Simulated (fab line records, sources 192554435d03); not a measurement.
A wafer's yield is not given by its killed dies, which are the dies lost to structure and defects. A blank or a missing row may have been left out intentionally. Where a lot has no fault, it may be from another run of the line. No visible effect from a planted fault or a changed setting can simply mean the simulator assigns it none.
Matching of chambers    flow n5_finfet    N5_DUMMY_GATE_ETCH_36 on rie_diel-05 has 4 sister chambers
The step etches SiARC in CF4, target depth 13 nm. 4 wafers are shown with their chamber, then 11 later ones without.

EACH WAFER AND ITS CHAMBER
wafer   chamber  throttle_valve_pct (%)
L080.5  1        15.55
L089.4  2        15.18
L090.6  0        15.29
L091.1  3        15.99

WAFERS WITH NO CHAMBER GIVEN
wafer   throttle_valve_pct (%)
L091.2  15.29
L091.4  15.19
L093.2  15.61
L093.3  15.29
L093.5  15.29
L094.1  15.60
L094.2  15.29
L094.3  15.19
L097.1  16.01
L097.3  15.21
L097.5  15.31

WHICH CHAMBER EACH WENT THROUGH
wafer   from the rows above      in truth
L091.2  0                        0
L091.4  2                        2
L093.2  1                        1
L093.3  0                        0
L093.5  0                        0
L094.1  1                        1
L094.2  0                        0
L094.3  2                        2
L097.1  3                        3
L097.3  can't be placed: 2 or 0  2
L097.5  0                        0
Correctly placed: 10 of 11. From these rows, 1 cannot be placed; in 1 the true chamber is one of the candidates. Wrongly placed: 0.
How it was worked out, from the rows above alone: a wafer's distance from a chamber is the root of the sum, over the readings, of the square of ((its reading less the chamber's mean) divided by the reading's scatter). The wafer belongs to the nearest chamber; if the next one is less than 2 further off, it can't be placed. The mean given for a chamber averages the wafers shown for that chamber. The scatter: with one shown wafer a chamber, the root of the mean of the squares of how far each hidden wafer lies from its nearest shown one.
